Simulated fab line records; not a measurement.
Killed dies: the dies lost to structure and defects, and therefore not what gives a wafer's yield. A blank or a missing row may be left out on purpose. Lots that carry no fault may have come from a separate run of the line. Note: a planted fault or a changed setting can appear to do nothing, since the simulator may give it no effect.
Which tool is to blame?	flow n5Finfet	60 wafers from 20 lots sampled at 3 of the route's 1938 steps

WHAT THE GAUGES SHOWED, per wafer
N5_MOL_CONTACT_COAG_INSPECT_10: inspects for defects (brightfield). Usual: rawDefectCount 63, standard deviation 23.
lot	measured	on	rawDefectCount	flag
L075	day 4 22:26	defectInspect-02	71 61 45	
L078	day 5 17:30	defectInspect-02	71 73 93	
L079	day 5 22:10	defectInspect-01	94 62 44	
L080	day 6 05:17	defectInspect-01	26 82 66	
L081	day 6 08:53	defectInspect-02	53 41 71	
L082	day 6 14:33	defectInspect-01	55 30 17	
L083	day 6 21:20	defectInspect-01	61 59 52	
L084	day 7 04:18	defectInspect-02	57 42 51	
L085	day 7 11:08	defectInspect-01	54 58 37	
L086	day 7 15:40	defectInspect-02	68 89 73	
L087	day 7 20:47	defectInspect-02	49 67 49	
L088	day 8 03:44	defectInspect-02	65 76 106	
L089	day 8 08:35	defectInspect-02	46 104 39	
L090	day 8 19:50	defectInspect-01	49 97 41	
L091	day 8 22:00	defectInspect-02	49 78 47	
L092	day 9 04:57	defectInspect-02	46 52 71	
L093	day 9 07:44	defectInspect-01	98 115 83	
L094	day 9 14:17	defectInspect-02	38 40 36	
L095	day 10 04:37	defectInspect-02	58 41 56	
L097	day 10 08:06	defectInspect-01	38 61 61	

WHICH TOOL RAN EACH LOT (tool, then ch and the chambers of the sampled wafers, then the start)
lot	N5_GATE_CUT_ETCH_36	N5_GATE_CUT_STRIP_41
L075	rieDiel-06 ch 1,2,3, day 4 17:43	rieDiel-06 ch 1,2,3, day 4 17:53
L078	rieDiel-06 ch 0,1,2, day 5 13:41	rieDiel-06 ch 0,1,2, day 5 13:51
L079	rieDiel-06 ch 2,3, day 5 18:11	rieDiel-06 ch 2,3, day 5 18:22
L080	rieDiel-03 ch 0,1, day 6 01:19	rieDiel-03 ch 0,1, day 6 01:29
L081	rieDiel-03 ch 0,1,3, day 6 04:46	rieDiel-03 ch 0,1,3, day 6 04:56
L082	rieDiel-06 ch 0,3, day 6 10:43	rieDiel-06 ch 0,3, day 6 10:53
L083	rieDiel-04 ch 1,3, day 6 17:31	rieDiel-04 ch 1,3, day 6 17:41
L084	rieDiel-03 ch 1,2, day 7 00:29	rieDiel-03 ch 1,2, day 7 00:39
L085	rieDiel-04 ch 0,2,3, day 7 07:12	rieDiel-04 ch 0,2,3, day 7 07:22
L086	rieDiel-04 ch 0,1, day 7 11:54	rieDiel-04 ch 0,1, day 7 12:04
L087	rieDiel-06 ch 0,1,2, day 7 17:05	rieDiel-06 ch 0,1,2, day 7 17:15
L088	rieDiel-04 ch 0,3, day 8 00:02	rieDiel-04 ch 0,3, day 8 00:12
L089	rieDiel-04 ch 0,1, day 8 04:46	rieDiel-04 ch 0,1, day 8 04:56
L090	rieDiel-04 ch 0,2,3, day 8 15:37	rieDiel-04 ch 0,2,3, day 8 15:47
L091	rieDiel-03 ch 2,3, day 8 17:50	rieDiel-03 ch 2,3, day 8 18:01
L092	rieDiel-06 ch 2,3, day 9 00:41	rieDiel-06 ch 2,3, day 9 00:52
L093	rieDiel-04 ch 1,2, day 9 03:46	rieDiel-04 ch 1,2, day 9 03:56
L094	rieDiel-06 ch 0,1,3, day 9 10:25	rieDiel-06 ch 0,1,3, day 9 10:35
L095	rieDiel-04 ch 0,1,3, day 10 00:41	rieDiel-04 ch 0,1,3, day 10 00:51
L097	rieDiel-06 ch 0,1, day 10 04:17	rieDiel-06 ch 0,1, day 10 04:27
- N5_GATE_CUT_ETCH_36: etches SiARC in CF4, target depth 13 nm, time 21.7 s.
- N5_GATE_CUT_STRIP_41: strips in CF4.

AS READ BY THE TOOLS THEMSELVES (means over the sampled wafers that have a number; for cases with no such wafer, the mark the record gives instead)
N5_GATE_CUT_ETCH_36. Usual: drypumpMotorCurrentA 5.8 A, standard deviation 0.33; etchRfOnTimeS 21.6 s, standard deviation 0.36; oesProductAu 0.67 a.u., standard deviation 0.071; rfVppV 184.0 V, standard deviation 1.2; showerheadPlenumPTorr 2.15 Torr, standard deviation 0.074; throttleValvePct 15.61 %, standard deviation 0.27.
lot	tool	drypumpMotorCurrentA (A)	etchRfOnTimeS (s)	oesProductAu (a.u.)	rfVppV (V)	showerheadPlenumPTorr (Torr)	throttleValvePct (%)	flag
L075	rieDiel-06	5.9	21.5	0.65	182.6	2.06	15.62	
L078	rieDiel-06	5.6	22.0	0.64	183.4	2.12	15.87	
L079	rieDiel-06	5.7	22.1	0.64	183.3	2.06	15.65	
L080	rieDiel-03	5.7	21.7	0.61	183.8	2.18	15.58	
L081	rieDiel-03	6.0	21.9	0.65	184.0	2.14	15.59	
L082	rieDiel-06	6.1	21.5	0.61	183.4	2.10	15.61	
L083	rieDiel-04	5.7	21.2	0.71	184.9	2.25	15.50	
L084	rieDiel-03	5.4	22.1	0.75	184.7	2.17	15.50	
L085	rieDiel-04	5.9	21.4	0.70	184.9	2.19	15.50	
L086	rieDiel-04	5.7	21.4	0.68	185.4	2.19	15.54	
L087	rieDiel-06	5.6	22.0	0.63	184.2	2.12	15.91	
L088	rieDiel-04	5.7	21.6	0.75	184.4	2.16	15.26	
L089	rieDiel-04	5.7	21.2	0.68	183.5	2.18	15.55	
L090	rieDiel-04	5.8	21.4	0.78	184.4	2.18	15.36	
L091	rieDiel-03	6.1	22.0	0.73	182.3	2.11	15.54	
L092	rieDiel-06	6.0	21.8	0.61	183.8	2.05	15.55	
L093	rieDiel-04	5.8	21.4	0.70	185.4	2.21	15.64	
L094	rieDiel-06	5.9	21.6	0.61	183.3	2.10	15.79	
L095	rieDiel-04	5.7	21.5	0.69	184.0	2.19	15.47	
L097	rieDiel-06	5.8	21.7	0.62	183.2	2.11	15.93	

N5_GATE_CUT_STRIP_41. Usual: drypumpMotorCurrentA 5.8 A, standard deviation 0.33; oesProductAu 0.182 a.u., standard deviation 0.019; rfVppV 271.2 V, standard deviation 1.6; showerheadPlenumPTorr 1.80 Torr, standard deviation 0.061; throttleValvePct 13.58 %, standard deviation 0.27.
lot	tool	drypumpMotorCurrentA (A)	oesProductAu (a.u.)	rfVppV (V)	showerheadPlenumPTorr (Torr)	throttleValvePct (%)	flag
L075	rieDiel-06	5.9	0.177	269.6	1.73	13.60	
L078	rieDiel-06	5.6	0.174	270.8	1.78	13.84	
L079	rieDiel-06	5.8	0.174	269.7	1.72	13.61	
L080	rieDiel-03	5.6	0.167	271.6	1.83	13.61	
L081	rieDiel-03	6.0	0.175	272.1	1.79	13.59	
L082	rieDiel-06	6.1	0.166	270.7	1.76	13.60	
L083	rieDiel-04	5.7	0.195	271.7	1.88	13.46	
L084	rieDiel-03	5.5	0.209	271.0	1.81	13.44	
L085	rieDiel-04	5.8	0.189	271.8	1.83	13.47	
L086	rieDiel-04	5.7	0.181	272.2	1.83	13.51	
L087	rieDiel-06	5.6	0.172	271.7	1.77	13.88	
L088	rieDiel-04	5.7	0.201	271.2	1.81	13.22	
L089	rieDiel-04	5.7	0.185	271.8	1.83	13.52	
L090	rieDiel-04	5.8	0.211	273.3	1.83	13.30	
L091	rieDiel-03	6.2	0.199	270.3	1.77	13.51	
L092	rieDiel-06	6.1	0.165	270.2	1.71	13.53	
L093	rieDiel-04	5.8	0.186	271.9	1.85	13.60	
L094	rieDiel-06	6.0	0.164	270.1	1.76	13.78	
L095	rieDiel-04	5.7	0.186	272.3	1.84	13.44	
L097	rieDiel-06	5.8	0.170	270.9	1.77	13.91	

THE ANSWER, worked out from the rows above alone
Rule: a lot is off if the mean of its wafers that have a number lies more than 3 standard deviations from the usual mean. A lot without any number at a reading at which 4 lots or more have one is off too. The other lots that the step has rows for count as sound. The gauges are gone through in route order, then the tools' own readings, and for those a lot's mean is taken as printed above. At the first step where some lot is off, the reading lying furthest off is the one used; lots without a number count as furthest.
None of the lots is off at any reading shown; this tells nothing.

WHAT HAD BEEN PUT IN BY THE SIMULATOR
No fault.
